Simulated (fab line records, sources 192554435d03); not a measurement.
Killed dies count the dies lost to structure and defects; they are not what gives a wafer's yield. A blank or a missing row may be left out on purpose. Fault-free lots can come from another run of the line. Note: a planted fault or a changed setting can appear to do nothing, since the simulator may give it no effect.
Chamber matching    flow n5-finfet    N5_HKMG_FIN_STRIP_90 on rie-diel-06: 4 sister chambers
The step strips SOC in N2/H2, time 20 s. 4 wafers are shown with their chamber, then 8 later ones without.

WAFERS WITH THEIR CHAMBER
wafer   chamber  showerhead-plenum-p-Torr (Torr)
L083.6  2        3.18
L085.1  0        3.56
L085.3  1        3.31
L088.2  3        3.44

WAFERS MISSING THEIR CHAMBER
wafer   showerhead-plenum-p-Torr (Torr)
L088.5  3.30
L088.6  3.56
L091.2  3.43
L091.5  3.56
L091.6  3.30
L092.4  3.56
L092.5  3.43
L092.6  3.30

EACH ONE'S CHAMBER
wafer   from the rows above  in truth
L088.5  1                    1
L088.6  0                    0
L091.2  3                    3
L091.5  0                    0
L091.6  1                    1
L092.4  0                    0
L092.5  3                    3
L092.6  1                    1
Correct placement for 8 of the 8. From these rows, 0 cannot be placed. Placed wrongly: 0.
How it was worked out, from the rows above alone: a wafer's distance from a chamber is the root of the sum, over the readings, of the square of ((its reading less the chamber's mean) divided by the reading's scatter). The wafer belongs to the nearest chamber; if the next one is less than 2 further off, it can't be placed. A chamber's mean is the mean of its shown wafers. The scatter (one wafer shown for each chamber): square how far every hidden wafer sits from the nearest shown wafer, average those squares and take the square root.
